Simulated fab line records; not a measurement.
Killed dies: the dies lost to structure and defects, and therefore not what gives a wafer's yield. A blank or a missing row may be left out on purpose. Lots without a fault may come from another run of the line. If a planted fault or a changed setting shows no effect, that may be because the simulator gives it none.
A struck lot beside a sound one    flow nand-harc    36 steps out of a route of 1159
Sound: the wafers L631.1, L631.2, L631.5. The struck wafers were L640.3, L640.4, L640.6. Last of all comes the cause.
For every step that has rows: the tool of each side, followed by ch and its chambers, followed by its first start. Under that, the readings that differ: sound wafers    struck wafers    difference of the means    sigmas: that difference in standard deviations of wafers without a fault.
alike: a reading whose means differ by less than 2 such deviations, as well as words and numbers matching on both sides. not compared: withheld readings; readings where some wafer has no value; bounds like >300 that might hide an equal value; numbers whose values overlap and for which the record gives no deviation.
A row with sigmas, a row that says differs or no value, or rows on one side alone: a step with any of these is where the two part. Numbers that have no deviation but don't overlap get no sigmas and don't part them. Lack of a reading on every wafer of one side parts them only where that side has two or more wafers.

first, 4 steps without rows for these wafers: NHARC_A_STAIRCASE_PRECLEAN_318 (cleans in SC1); NHARC_A_STAIRCASE_SRD_329; NHARC_A_STAIRCASE_ALD_415 (deposits SiO2, target thk 30 nm, pulse time 6 s, ald cycles 300); NHARC_A_STAIRCASE_ETCHBACK_416 (etches the open film in C4F8/O2/Ar, target depth 36 nm, time 7.2 s).
NHARC_A_STAIRCASE_STRIP_476: strips in O2, time 20 s.
  sound on rie-diel-07 ch 0,2, day 12 17:34; struck on rie-diel-08 ch 1,2,3, day 14 17:33
reading                          sound           struck          difference  sigmas
showerhead-plenum-p-Torr (Torr)  3.76 3.56 3.76  3.48 3.32 3.38  -0.30       -3
  alike: drypump-motor-current-A, oes-product-au, rf-vpp-V, throttle-valve-pct
  not compared: rf-hours-counter-h
then, 6 steps without rows for these wafers: NHARC_A_STAIRCASE_DEP_417 (deposits Si3N4, target thk 60 nm); NHARC_A_STAIRCASE_WET_418 (chemistry H3PO4, target depth 20 nm); NHARC_A_STAIRCASE_PRECLEAN_419 (cleans in SC1); NHARC_A_STAIRCASE_SRD_421; NHARC_A_STAIRCASE_ALD_420 (deposits SiO2, target thk 20 nm, pulse time 6 s, ald cycles 200); NHARC_A_STAIRCASE_CVD_552 (deposits SiNx, target thk 40 nm).
NHARC_A_STAIRCASE_DEP_151: deposits SiO2, target thk 3800 nm.
  sound on pecvd-03 ch 1,2, day 13 03:31; struck on pecvd-01 ch 0,1,2, day 15 08:04
  alike: heater-power-w
  not compared: since-wet-clean-h
then, 1 step without rows for these wafers: NHARC_A_STAIRCASE_ANNEAL_320 (time 1800 s).
NHARC_A_STAIRCASE_DEP_322: deposits SiO2, target thk 3800 nm.
  sound on pecvd-01 ch 0,2, day 13 11:58; struck on pecvd-02 ch 0,1,2, day 15 17:55
  alike: heater-power-w
  not compared: since-wet-clean-h
then, 1 step without rows for these wafers: NHARC_A_STAIRCASE_ANNEAL_323 (time 1800 s).
NHARC_A_STAIRCASE_DEP_325: deposits SiO2, target thk 3800 nm.
  sound on pecvd-02 ch 0,2, day 13 19:07; struck on pecvd-02 ch 0,2, day 16 04:08
  alike: heater-power-w
  not compared: since-wet-clean-h
then, 12 steps without rows for these wafers: NHARC_A_STAIRCASE_ANNEAL_326 (time 1800 s); NHARC_A_STAIRCASE_DEHYDRATE_433 (time 120 s); NHARC_A_STAIRCASE_HMDS_434 (time 30 s); NHARC_A_STAIRCASE_COAT_435; NHARC_A_STAIRCASE_SOFTBAKE_436 (time 170 s); NHARC_A_STAIRCASE_EBR_437; NHARC_A_STAIRCASE_EXPOSE_438 (exposes mask STAIR REV); NHARC_A_STAIRCASE_PEB_439 (peb time 130 s); NHARC_A_STAIRCASE_DEVELOP_440 (time 140 s); NHARC_A_STAIRCASE_HARDBAKE_442 (time 140 s); NHARC_A_STAIRCASE_DESCUM_443 (chemistry O2, time 3 s); NHARC_A_STAIRCASE_ETCH_444 (etches the open film in C4F8/O2, target depth 10200 nm, time 3400 s).
NHARC_A_STAIRCASE_STRIP_446: strips in O2.
  sound on plasma-asher-02 ch 0,1, day 14 08:01; struck on plasma-asher-02 ch 0,1, day 16 13:55
  alike: drypump-motor-current-A, heater-power-w, temp-c
  not compared: rf-hours-counter-h
then, 3 steps without rows for these wafers: NHARC_A_STAIRCASE_STRIP_447 (strips in SPM, time 900 s); NHARC_A_STAIRCASE_PRECLEAN_448 (cleans in SC1); NHARC_A_STAIRCASE_SRD_449.
NHARC_A_STAIRCASE_CMP_450: polishes SiO2, target thk 200 nm.
  sound on cmp-02 ch 0,2, day 14 08:49; struck on cmp-04 ch 0,2,3, day 16 14:39
  alike: motor-current-A
then, 2 steps without rows for these wafers: NHARC_A_STAIRCASE_CMP_152 (polishes); NHARC_A_STAIRCASE_SRD_154.
-- jump in the record: it breaks off in module A_STAIRCASE and resumes in module END (first step shown: number 1159 of the route), and 6 days separate the struck wafers' starts before and after --
NHARC_END_SORT_01:
  the record has rows for the struck wafers here (prober-01 ch 0, day 22 03:31) and none for the sound ones

## WHERE THEY PART
First at NHARC_A_STAIRCASE_STRIP_476; last, within this record, at NHARC_END_SORT_01.

WHY: what had been put in by the simulator
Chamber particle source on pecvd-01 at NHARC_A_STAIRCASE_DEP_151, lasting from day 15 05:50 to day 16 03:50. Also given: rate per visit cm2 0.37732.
